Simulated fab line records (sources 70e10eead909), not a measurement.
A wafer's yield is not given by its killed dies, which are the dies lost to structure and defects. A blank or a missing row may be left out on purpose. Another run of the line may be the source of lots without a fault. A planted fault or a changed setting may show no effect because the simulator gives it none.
Shared-tool check -- flow nandHarc -- 12 lots, 36 wafers sampled

## REASON FOR OPENING
At NHARC_P_BONDPAD_CD_MEAS_09 the reading cdNm is flagged on 2 of 12 lots. No-fault wafers: 499.3 nm, standard deviation 2.
Rule: a lot gets a flag if all its wafers with a number sit over 4 standard deviations from that mean, or if no wafer of it has a number. As for the other lots, they are considered sound.

lot,measured,on,"cdNm (nm), wafer by wafer",flag
L479,day 7 01:27,cdSem-03,499.0 502.0 501.1,
L482,day 8 07:11,cdSem-03,502.1 498.9 501.4,
L483,day 8 20:32,cdSem-02,497.6 501.1 500.3,
L488,day 10 17:43,cdSem-01,496.6 498.1 496.9,
L489,day 11 04:03,cdSem-01,497.5 498.7 498.9,
L490,day 11 11:59,cdSem-01,497.3 499.3 496.0,
L494,day 13 06:47,cdSem-01,497.9 499.7 496.8,
L495,day 13 16:38,cdSem-03,510.9 507.9 510.7,FLAGGED
L496,day 14 04:03,cdSem-02,513.6 508.9 510.4,FLAGGED
L497,day 14 08:16,cdSem-01,500.6 497.3 501.9,
L498,day 15 02:59,cdSem-02,500.6 499.1 502.2,
L500,day 16 00:19,cdSem-02,497.4 500.1 497.3,
The mean of the flagged lots' numbers is 510.4 nm, +11.1 nm from the usual (+6 standard deviations).

## WHICH TOOL RAN EACH LOT
2 process steps preceding the reading are held in the record, out of 1302 steps in the route. Read each cell as the tool, then ch plus the chambers that the sampled wafers visited, then the start.
lot,flag,NHARC_P_M2_DEP_33,NHARC_P_BONDPAD_EXPOSE_06
L479,,"pecvd-01 ch 1,2, day 6 23:45","krfScanner-02 ch 0, day 7 01:19"
L482,,"pecvd-01 ch 1,2, day 8 05:37","krfScanner-02 ch 0, day 8 07:02"
L483,,"pecvd-02 ch 0,2, day 8 18:54","krfScanner-04 ch 0, day 8 20:23"
L488,,"pecvd-04 ch 0,1,2, day 10 16:05","krfScanner-01 ch 0, day 10 17:34"
L489,,"pecvd-01 ch 1,2, day 11 02:24","krfScanner-04 ch 0, day 11 03:55"
L490,,"pecvd-02 ch 0,1, day 11 10:28","krfScanner-04 ch 0, day 11 11:50"
L494,,"pecvd-02 ch 0,2, day 13 05:11","krfScanner-02 ch 0, day 13 06:38"
L495,FLAGGED,"pecvd-02 ch 1,2, day 13 15:07","krfScanner-02 ch 0, day 13 16:29"
L496,FLAGGED,"pecvd-04 ch 0,1,2, day 14 02:28","krfScanner-02 ch 0, day 14 03:54"
L497,,"pecvd-04 ch 0,1,2, day 14 06:47","krfScanner-04 ch 0, day 14 08:08"
L498,,"pecvd-01 ch 1,2, day 15 01:14","krfScanner-01 ch 0, day 15 02:50"
L500,,"pecvd-04 ch 0,1,2, day 15 22:52","krfScanner-04 ch 0, day 16 00:10"
What these steps do:
- NHARC_P_M2_DEP_33: deposits SiCN, target thk 30 nm.
- NHARC_P_BONDPAD_EXPOSE_06: exposes mask P BPAD.
- NHARC_P_BONDPAD_CD_MEAS_09: target cd 500 nm.

## FLAGGED OVER TOTAL, TOOL BY TOOL (the gauges that took the reading come last)
step,tool,lots run,flagged,share of the flagged lots,sound lots run after its first flagged lot
NHARC_P_M2_DEP_33,pecvd-01,4,0,none,-
NHARC_P_M2_DEP_33,pecvd-02,4,1,some,0
NHARC_P_M2_DEP_33,pecvd-04,4,1,some,"2 (L497,L500)"
NHARC_P_BONDPAD_EXPOSE_06,krfScanner-01,2,0,none,-
NHARC_P_BONDPAD_EXPOSE_06,krfScanner-02,5,2,all,0
NHARC_P_BONDPAD_EXPOSE_06,krfScanner-04,5,0,none,-
NHARC_P_BONDPAD_CD_MEAS_09,cdSem-01,5,0,none,-
NHARC_P_BONDPAD_CD_MEAS_09,cdSem-02,4,1,some,"2 (L498,L500)"
NHARC_P_BONDPAD_CD_MEAS_09,cdSem-03,3,1,some,0

## WHAT THE TABLE ALLOWS
All flagged lots share 1 row of the table, namely krfScanner-02 at NHARC_P_BONDPAD_EXPOSE_06.
- krfScanner-02 at NHARC_P_BONDPAD_EXPOSE_06: 2 of its 5 lots flagged. It ran its last sound lot, L494, at day 13 06:38 and its first flagged lot, L495, at day 13 16:29: a fault with its onset between the two fits. Its own readings (exposureDoseMJCm2) fall more than 4 standard deviations out on all wafers of the flagged lots.
One tool is left: krfScanner-02 at NHARC_P_BONDPAD_EXPOSE_06.

## WHAT HAD BEEN PUT IN BY THE SIMULATOR
Process parameters drifting: krfScanner-02 at NHARC_P_BONDPAD_EXPOSE_06, beginning at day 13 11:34. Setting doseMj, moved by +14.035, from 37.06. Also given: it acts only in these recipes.
Shown lots that were struck: L495, L496. This agrees with what the rule above found.
